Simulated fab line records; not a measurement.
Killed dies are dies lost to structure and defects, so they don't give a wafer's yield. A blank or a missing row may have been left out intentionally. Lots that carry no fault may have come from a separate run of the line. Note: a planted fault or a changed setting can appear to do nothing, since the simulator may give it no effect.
A lot that was struck, set against a sound lot + flow nandHarc + 38 steps out of a route of 1302
Sound: these wafers, L237.3, L237.5, L237.6. Wafers L256.1, L256.5, L256.6 were the ones struck. The cause is named last.
Per side, at each step with rows, come the tool, then ch with its chambers, and then its first start. Under that, the readings that differ: sound wafers + struck wafers + difference of the means + sigmas: that difference in standard deviations of wafers without a fault.
alike: a reading whose means differ by less than 2 such deviations, as well as words and numbers matching on both sides. not compared: withheld readings; readings where some wafer has no value; bounds like >300 that might hide an equal value; numbers whose values overlap and for which the record gives no deviation.
Wherever a step has rows on one side only, a row that says differs or no value, or a row with sigmas, the two part there. Numbers that don't overlap but have no deviation are shown without sigmas and don't part them. A reading missing from all wafers of one side parts the sides only when that side holds two or more wafers.

first, 1 step without rows for these wafers: NHARC_A_CHANNEL_FILL_D2_ETCHBACK_20 (etches the open film in C4F8/O2/Ar, target depth 27 nm, time 13.5 s).
NHARC_A_CHANNEL_FILL_D2_STRIP_28: strips in O2, time 20 s.
  sound on rieDiel-05 ch 0,1,3, day 15 06:29; struck on rieDiel-05 ch 1,2,3, day 22 14:16
  alike: drypumpMotorCurrentA, oesProductAu, rfVppV, showerheadPlenumPTorr, throttleValvePct
  not compared: rfHoursCounterH
then, 4 steps without rows for these wafers: NHARC_A_CHANNEL_FILL_D2_PRECLEAN_21 (cleans in dHF, time 30 s); NHARC_A_CHANNEL_FILL_D2_SRD_23; NHARC_A_CHANNEL_FILL_D2_CVD_05 (deposits poly-Si, target thk 5 nm); NHARC_A_CHANNEL_FILL_D2_ANNEAL_22 (time 7200 s).
NHARC_A_CHANNEL_FILL_D2_ALD_25: deposits SiOx, target thk 60 nm, pulse time 10 s, ald cycles 600.
  sound on aldHk-01 ch 0,1, day 15 18:49; struck on aldHk-01 ch 2,3, day 23 01:35
  alike: heaterPowerW, precursorPulseHeightRel
NHARC_A_CHANNEL_FILL_D2_ETCHBACK_08: etches the open film in C4F8, target depth 220 nm, time 110 s.
  sound: rieDiel-05 ch 0,2,3; struck: rieDiel-02 ch 0,3
  alike: oesProductAu, rfVppV
  not compared: rfHoursCounterH
NHARC_A_CHANNEL_FILL_D2_STRIP_29: strips in O2, time 20 s.
  sound: rieDiel-05 ch 0,2,3; struck: rieDiel-02 ch 0,1
  alike: drypumpMotorCurrentA, oesProductAu, rfVppV, showerheadPlenumPTorr, throttleValvePct
  not compared: rfHoursCounterH
then, 2 steps without rows for these wafers: NHARC_A_CHANNEL_FILL_D2_PRECLEAN_30 (cleans in dHF, time 30 s); NHARC_A_CHANNEL_FILL_D2_SRD_31.
NHARC_A_CHANNEL_FILL_D2_CVD_09: deposits poly-Si, target thk 150 nm, time 3000 s.
  sound on lpcvdPoly-02 ch 0, day 16 02:26; struck on lpcvdPoly-03 ch 0, day 23 09:48
then, 13 steps without rows for these wafers: NHARC_A_CHANNEL_FILL_D2_CMP_10 (polishes, target thk 150 nm); NHARC_A_CHANNEL_FILL_D2_SRD_12; NHARC_A_CHANNEL_FILL_D2_RTA_24 (time 5 s); NHARC_A_STAIRCASE_DEP_156 (deposits SiNx, target thk 50 nm); NHARC_A_STAIRCASE_DEHYDRATE_158 (time 120 s); NHARC_A_STAIRCASE_HMDS_159 (time 30 s); NHARC_A_STAIRCASE_COAT_160; NHARC_A_STAIRCASE_SOFTBAKE_161 (time 170 s); NHARC_A_STAIRCASE_EBR_162; NHARC_A_STAIRCASE_EXPOSE_163 (exposes mask STAIR OPEN); NHARC_A_STAIRCASE_PEB_164 (peb time 130 s); NHARC_A_STAIRCASE_DEVELOP_165 (time 140 s); NHARC_A_STAIRCASE_HARDBAKE_167 (time 140 s).
NHARC_A_STAIRCASE_DESCUM_168: chemistry O2, time 3 s.
  sound on rieDiel-09 ch 0,3, day 16 07:07; struck on rieDiel-08 ch 0,3, day 23 14:56
  alike: drypumpMotorCurrentA, oesProductAu, rfVppV, showerheadPlenumPTorr, throttleValvePct
  not compared: rfHoursCounterH
then, 11 steps without rows for these wafers: NHARC_A_STAIRCASE_ETCH_169 (etches the open film in CH3F/O2, target depth 50 nm, time 107.1 s); NHARC_A_STAIRCASE_ETCH_170 (etches the open film in C4F6/O2, target depth 200 nm, time 66.667 s); NHARC_A_STAIRCASE_STRIP_171 (strips in O2); NHARC_A_STAIRCASE_STRIP_172 (strips in SPM, time 900 s); NHARC_A_STAIRCASE_PRECLEAN_173 (cleans in SC1); NHARC_A_STAIRCASE_SRD_174; NHARC_A_STAIRCASE_DEHYDRATE_01 (time 120 s); NHARC_A_STAIRCASE_HMDS_02 (time 30 s); NHARC_A_STAIRCASE_COAT_03; NHARC_A_STAIRCASE_SOFTBAKE_04 (time 170 s); NHARC_A_STAIRCASE_EBR_05.
-- record jumps: 10 days between struck wafers' starts before vs after; left off in module A_STAIRCASE, resumes in module END, first step shown is number 1302 of the route --
NHARC_END_SORT_01:
  the record has rows for the struck wafers here (prober-02 ch 0, day 33 03:02) and none for the sound ones

== WHERE THEY PART ==
NHARC_END_SORT_01 only, going by this record.

WHY: what had been put in by the simulator
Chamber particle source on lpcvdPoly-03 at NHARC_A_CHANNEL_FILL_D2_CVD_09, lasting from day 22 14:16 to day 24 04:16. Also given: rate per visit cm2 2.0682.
